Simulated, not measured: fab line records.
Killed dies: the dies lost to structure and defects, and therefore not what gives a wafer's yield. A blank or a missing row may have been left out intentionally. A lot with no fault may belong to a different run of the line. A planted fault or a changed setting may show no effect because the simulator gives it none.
The tool behind it: which one? ; flow n5 finfet ; 27 wafers from 9 lots sampled at 7 of the route's 1938 steps

== WHAT EACH GAUGE READ, for each wafer ==
N5_MOL_CONTACT_COAG_CD_MEAS_84 targets a cd of 25.1 nm.
lot;measured;on;cd nm (nm)
L510;day 5 15:17;cd sem-03;24.93 24.71 25.26
L514;day 6 10:35;cd sem-02;24.79 25.18 24.98
L513;day 6 12:10;cd sem-03;24.73 25.10 24.56
L516;day 7 08:02;cd sem-01;25.08 24.88 25.01
L518;day 7 14:44;cd sem-01;25.00 25.10 25.20
L520;day 8 06:47;cd sem-03;24.81 25.19 25.26
L524;day 9 01:50;cd sem-03;25.41 25.18 24.92
L528;day 10 00:50;cd sem-03;25.01 24.89 24.95
L529;day 10 05:05;cd sem-02;22.39 24.65 22.97

N5_MOL_CONTACT_COAG_INSPECT_57: inspects for defects (brightfield).
lot;measured;on;raw defect count
L510;day 5 15:23;defect inspect-01;281 267 157
L514;day 6 10:40;defect inspect-02;191 230 222
L513;day 6 12:15;defect inspect-02;177 177 124
L516;day 7 08:08;defect inspect-01;211 196 158
L518;day 7 14:49;defect inspect-01;198 221 166
L520;day 8 06:52;defect inspect-02;150 200 173
L524;day 9 01:55;defect inspect-02;158 177 240
L528;day 10 00:55;defect inspect-01;157 208 116
L529;day 10 05:10;defect inspect-01;192 140 185

N5_MOL_CONTACT_COAG_CD_MEAS_137 targets a cd of 16 nm.
lot;measured;on;cd nm (nm)
L510;day 5 16:13;cd sem-03;16.14 16.43 15.53
L514;day 6 11:38;cd sem-02;15.87 15.87 15.22
L513;day 6 13:24;cd sem-01;16.11 15.67 16.05
L516;day 7 09:10;cd sem-02;15.69 15.97 15.74
L518;day 7 15:40;cd sem-01;15.80 15.88 16.00
L520;day 8 07:42;cd sem-02;15.96 15.97 16.13
L524;day 9 03:03;cd sem-02;16.05 15.78 15.75
L528;day 10 02:01;cd sem-02;16.22 16.15 15.75
L529;day 10 06:17;cd sem-01;12.93 15.89 13.36

N5_BEOL_M4_RC_MEAS_101.
lot;measured;on;DIBL_N (mV/V);DIBL_P (mV/V);IOFF_N (nA/um);IOFF_P (nA/um);ION_N (uA/um);ION_P (uA/um);SS_N (mV/dec);SS_P (mV/dec);VT_N (mV);VT_P (mV)
L510;day 8 14:34;prober-02;36.8 37.5 38.1;36.5 36.5 37.9;0.161 0.173 0.186;0.26 0.25 0.29;684 680 689;479 475 482;71.6 72.0 71.9;73.5 73.7 73.7;249.2 247.9 245.9;-243 -248 -244
L514;day 9 05:38;prober-01;35.7 37.9 37.6;35.3 38.6 37.6;0.135 0.182 0.172;0.19 0.24 0.22;663 680 689;459 464 470;71.3 71.5 71.0;73.8 74.6 74.1;253.6 247.2 249.3;-253 -248 -251
L513;day 9 18:32;prober-02;37.1 38.0 38.9;37.7 39.2 40.3;0.158 0.177 0.197;0.21 0.23 0.26;673 682 686;458 465 460;71.7 71.6 72.0;73.4 73.7 74.4;250.3 247.7 247.2;-253 -250 -249
L516;day 9 21:07;prober-01;36.0 35.8 36.5;37.5 37.3 37.8;0.176 0.174 0.187;0.25 0.25 0.27;676 672 679;468 469 469;71.8 71.7 73.1;74.1 74.3 73.4;248.6 246.6 249.4;-244 -248 -246
L518;day 10 17:21;prober-02;36.8 34.4 36.3;36.6 33.9 36.0;0.161 0.132 0.153;0.23 0.19 0.23;678 672 672;466 465 460;71.1 70.5 71.6;73.2 72.3 73.4;252.8 252.3 251.1;-248 -247 -249
L520;day 11 05:37;prober-02;37.6 35.4 36.4;38.3 34.8 36.9;0.190 0.134 0.165;0.26 0.19 0.23;675 655 686;466 447 467;71.9 70.7 71.2;73.5 72.7 73.6;247.7 255.9 248.5;-248 -253 -251
L524;day 12 08:54;prober-02;38.2 35.8 35.6;39.0 36.5 35.4;0.202 0.160 0.148;0.26 0.21 0.19;680 660 676;470 454 460;71.1 71.4 71.3;73.4 72.9 73.3;245.6 248.4 250.4;-246 -249 -252
L528;day 12 18:17;prober-02;37.8 35.1 34.4;39.6 36.1 35.9;0.191 0.142 0.128;0.22 0.17 0.17;679 671 656;457 448 454;71.9 71.0 70.8;74.2 73.7 73.8;247.5 251.1 255.7;-252 -258 -254
L529;day 13 19:58;prober-01;33.6;34.1;0.125;0.18;672;472;70.4;72.7;252.2;-251

== EACH LOT AND THE TOOL THAT RAN IT (in order: tool; ch and the chambers of the sampled wafers; start) ==
lot;N5_MOL_CONTACT_COAG_SPUTTER_130;N5_MOL_CONTACT_COAG_ALD_123;N5_MOL_CONTACT_COAG_EXPOSE_81
L510;pvd sputter-03, day 5 11:33;ald sin-02 ch 0,2, day 5 14:27;euv scanner-02 ch 0, day 5 15:10
L514;pvd sputter-03, day 6 06:35;ald sin-04 ch 0,1,3, day 6 09:44;euv scanner-01 ch 0, day 6 10:27
L513;pvd sputter-03, day 6 08:06;ald sin-04 ch 1,2, day 6 11:11;euv scanner-02 ch 0, day 6 12:01
L516;pvd sputter-02, day 7 04:17;ald sin-02 ch 0,1,2, day 7 07:12;euv scanner-01 ch 0, day 7 07:54
L518;pvd sputter-03, day 7 10:59;ald sin-04 ch 1,2, day 7 13:53;euv scanner-01 ch 0, day 7 14:35
L520;pvd sputter-01, day 8 02:41;ald sin-03 ch 1,2,3, day 8 05:56;euv scanner-01 ch 0, day 8 06:38
L524;pvd sputter-03, day 8 21:46;ald sin-02 ch 0,1,3, day 9 00:52;euv scanner-02 ch 0, day 9 01:41
L528;pvd sputter-02, day 9 20:28;ald sin-04 ch 0,1,2, day 9 23:51;euv scanner-02 ch 0, day 10 00:41
L529;pvd sputter-03, day 10 00:53;ald sin-04 ch 2,3, day 10 04:07;euv scanner-01 ch 0, day 10 04:56
- N5_MOL_CONTACT_COAG_SPUTTER_130: material Co, target thk 47.5 nm.
- N5_MOL_CONTACT_COAG_ALD_123: deposits SiNx, target thk 5 nm, pulse time 1 s, purge time 2 s.
- N5_MOL_CONTACT_COAG_EXPOSE_81: exposes mask VG, defocus 0 nm.

== WHAT THE TOOLS THEMSELVES READ (means of the sampled wafers that have a number; where no wafer has one, the mark that the record gives instead) ==
N5_MOL_CONTACT_COAG_SPUTTER_130.
lot;tool;throttle valve pct (%)
L510;pvd sputter-03;30.2
L514;pvd sputter-03;30.2
L513;pvd sputter-03;30.1
L516;pvd sputter-02;30.2
L518;pvd sputter-03;30.3
L520;pvd sputter-01;29.9
L524;pvd sputter-03;29.8
L528;pvd sputter-02;29.5
L529;pvd sputter-03;28.9

N5_MOL_CONTACT_COAG_ALD_123.
lot;tool;heater power w (W);precursor pulse height rel
L510;ald sin-02;840;0.991
L514;ald sin-04;820;1.001
L513;ald sin-04;916;0.991
L516;ald sin-02;805;1.012
L518;ald sin-04;897;0.996
L520;ald sin-03;934;0.991
L524;ald sin-02;869;1.015
L528;ald sin-04;885;1.007
L529;ald sin-04;753;1.000

N5_MOL_CONTACT_COAG_EXPOSE_81.
lot;tool;exposure dose mJ cm2
L510;euv scanner-02;59.43
L514;euv scanner-01;59.56
L513;euv scanner-02;59.44
L516;euv scanner-01;59.54
L518;euv scanner-01;59.62
L520;euv scanner-01;59.52
L524;euv scanner-02;59.37
L528;euv scanner-02;59.42
L529;euv scanner-01;60.42

== THE ANSWER, worked out from the rows above alone ==
Rule: what is usual is taken from the lots themselves. Put in order of their means at a reading, lots are off if they are a third of the lots or fewer, leave a main group of 4 or more, and stand apart from it by a gap of 3 or more times the standard deviation of the main group's means; of several such gaps the widest counts. A main group whose means are all the same, to the digits that the tables above print for the reading, isn't used. A lot without any number at a reading at which 4 lots or more have one is off too. The other lots that the step has rows for count as sound. After the gauges, taken in route order, come the tools' own readings; for these a lot's mean is taken, as printed above. The first step at which some lot is off is used, and at that step the reading that is off furthest; a lot without a number counts as furthest.
Off, at N5_MOL_CONTACT_COAG_CD_MEAS_84 on cd nm: L529. The main group: mean 25.01 nm, standard deviation 0.11.
A tool fits if, at a process step before that reading, it ran every lot that is off, and no sound lot after the first of them. The gauges at N5_MOL_CONTACT_COAG_CD_MEAS_84 aren't tried: what is off there is off at N5_MOL_CONTACT_COAG_CD_MEAS_137 too, on other tools, and a gauge's error can't cause that. Can't be told from this: 3 tools fit, pvd sputter-03 at N5_MOL_CONTACT_COAG_SPUTTER_130, ald sin-04 at N5_MOL_CONTACT_COAG_ALD_123, euv scanner-01 at N5_MOL_CONTACT_COAG_EXPOSE_81.

== WHAT HAD BEEN PUT IN BY THE SIMULATOR ==
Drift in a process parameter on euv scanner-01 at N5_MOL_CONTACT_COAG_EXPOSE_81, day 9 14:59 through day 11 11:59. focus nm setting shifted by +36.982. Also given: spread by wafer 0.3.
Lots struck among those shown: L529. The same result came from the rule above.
